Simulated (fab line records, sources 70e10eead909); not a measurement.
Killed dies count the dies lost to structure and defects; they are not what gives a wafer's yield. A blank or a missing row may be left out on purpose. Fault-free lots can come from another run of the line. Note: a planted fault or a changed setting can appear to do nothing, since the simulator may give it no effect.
2 desks, one fault | flow nand_harc | only its own numbers are on each desk; what lay behind them is given at the end

## AT THE TOOL OWNER'S DESK: cvd_w-01
The tool's own readings at NHARC_A_WL_FILL_CVD_03 (deposits W, target thk 40 nm, time 3302 s): means of the sampled wafers that have a number, for each lot that ran on this tool. Marked OUT: a lot whose mean sits more than 4 standard deviations from the usual mean, which makes it out of limits; the brackets give that distance.
Columns: A = heater_power_w at NHARC_A_WL_FILL_CVD_03, usual 491 W; B = throttle_valve_pct at NHARC_A_WL_FILL_CVD_03, usual 7.83 %
lot  | first seen here | A   | B
L383 | day 15 08:50    | 511 | 7.94
L385 | day 15 12:08    | 510 | 7.85
L384 | day 15 14:59    | 515 | 7.92
L388 | day 16 23:11    | 505 | 7.80
L387 | day 17 02:29    | 503 | 7.74
L389 | day 17 05:16    | 513 | 7.95
L386 | day 17 09:34    | 517 | 7.88
L391 | day 17 14:12    | 507 | 7.88
L393 | day 17 19:42    | 517 | 7.91
L402 | day 20 20:08    | 514 | 8.00
L404 | day 20 23:25    | 500 | 7.97
This desk's verdict: no lot among the 11 shows anything out of limits.

## METROLOGY DESK
What the gauges read for every lot (on any tool): the sampled wafers with a number, averaged. Marked OUT: a lot whose mean sits more than 4 standard deviations from the usual mean, which makes it out of limits; the brackets give that distance.
Columns: A = overlay_x_nm at NHARC_A_BONDPAD_OVL_MEAS_35, usual 0 nm; B = overlay_y_nm at NHARC_A_BONDPAD_OVL_MEAS_35, usual 0 nm
lot  | first seen here | A  | B
L382 | day 18 03:41    | 6  | 7
L385 | day 18 05:45    | -3 | 4
L383 | day 18 13:44    | 2  | -3
L384 | day 18 13:53    | 4  | 10
L387 | day 19 22:55    | 1  | 0
L388 | day 19 23:22    | 9  | -4
L389 | day 20 06:11    | -2 | -3
L386 | day 20 06:26    | 7  | 6
L391 | day 20 09:10    | -3 | 3
L393 | day 20 15:35    | 1  | 4
L398 | day 21 23:54    | -9 | 1
L402 | day 23 15:35    | -4 | 11
L404 | day 23 18:38    | -5 | -6
L403 | day 23 22:24    | -4 | -4
This desk's verdict: no lot among the 14 shows anything out of limits.

## ALL TOGETHER
The desk of the tool owner found nothing out of limits.
The metrology desk saw nothing out of limits.

## WHAT THE SIMULATOR HAD INSERTED
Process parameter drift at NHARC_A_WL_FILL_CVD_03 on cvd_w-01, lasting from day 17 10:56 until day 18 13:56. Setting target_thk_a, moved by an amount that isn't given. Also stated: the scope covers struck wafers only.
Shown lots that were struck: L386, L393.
